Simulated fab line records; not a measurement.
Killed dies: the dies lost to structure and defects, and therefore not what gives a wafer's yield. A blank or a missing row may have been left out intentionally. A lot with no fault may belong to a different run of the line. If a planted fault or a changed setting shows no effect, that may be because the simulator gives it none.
Matching of chambers / flow nandHarc / NHARC_A_SGD_CUT_PRECLEAN_18 on wetBench-07: 8 sister chambers
The step cleans in SC1. 8 wafers are shown with their chamber, then 8 later ones without.

## WAFERS WITH THEIR CHAMBER
wafer=L841.4; chamber=4; bathGuardTempC (C)=49.8
wafer=L842.2; chamber=2; bathGuardTempC (C)=50.2
wafer=L842.5; chamber=1; bathGuardTempC (C)=49.5
wafer=L842.6; chamber=7; bathGuardTempC (C)=50.0
wafer=L844.1; chamber=0; bathGuardTempC (C)=49.4
wafer=L844.3; chamber=3; bathGuardTempC (C)=49.4
wafer=L844.6; chamber=5; bathGuardTempC (C)=50.9
wafer=L847.3; chamber=6; bathGuardTempC (C)=50.1

## WAFERS WITHOUT THEIR CHAMBER
wafer=L847.5; bathGuardTempC (C)=49.3
wafer=L847.6; bathGuardTempC (C)=51.0
wafer=L854.4; bathGuardTempC (C)=50.8
wafer=L854.5; bathGuardTempC (C)=50.1
wafer=L854.6; bathGuardTempC (C)=49.4
wafer=L856.2; bathGuardTempC (C)=49.0
wafer=L856.3; bathGuardTempC (C)=50.4
wafer=L856.5; bathGuardTempC (C)=50.2

## THE CHAMBER EACH PASSED THROUGH
wafer=L847.5; from the rows above=can't be placed: 0 or 3 or 1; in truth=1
wafer=L847.6; from the rows above=5; in truth=5
wafer=L854.4; from the rows above=5; in truth=5
wafer=L854.5; from the rows above=can't be placed: 6 or 2 or 7 or 4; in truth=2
wafer=L854.6; from the rows above=can't be placed: 0 or 3 or 1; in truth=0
wafer=L856.2; from the rows above=can't be placed: 0 or 3 or 1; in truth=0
wafer=L856.3; from the rows above=can't be placed: 2 or 6 or 7 or 5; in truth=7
wafer=L856.5; from the rows above=can't be placed: 2 or 6 or 7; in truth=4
Placed correctly: 2 of 8. Unplaceable from these rows: 6, with the true chamber sitting among the candidates in 5. Wrongly placed: 0.
How it was worked out, from the rows above alone: a wafer's distance from a chamber is the root of the sum, over the readings, of the square of ((its reading less the chamber's mean) divided by the reading's scatter). If the next closest chamber is less than 2 further off than the closest, the wafer can't be placed; otherwise it belongs to the closest. A chamber's mean is the mean of its shown wafers. The scatter: root of mean squared gap, hidden wafer to nearest shown wafer, with one shown wafer a chamber.
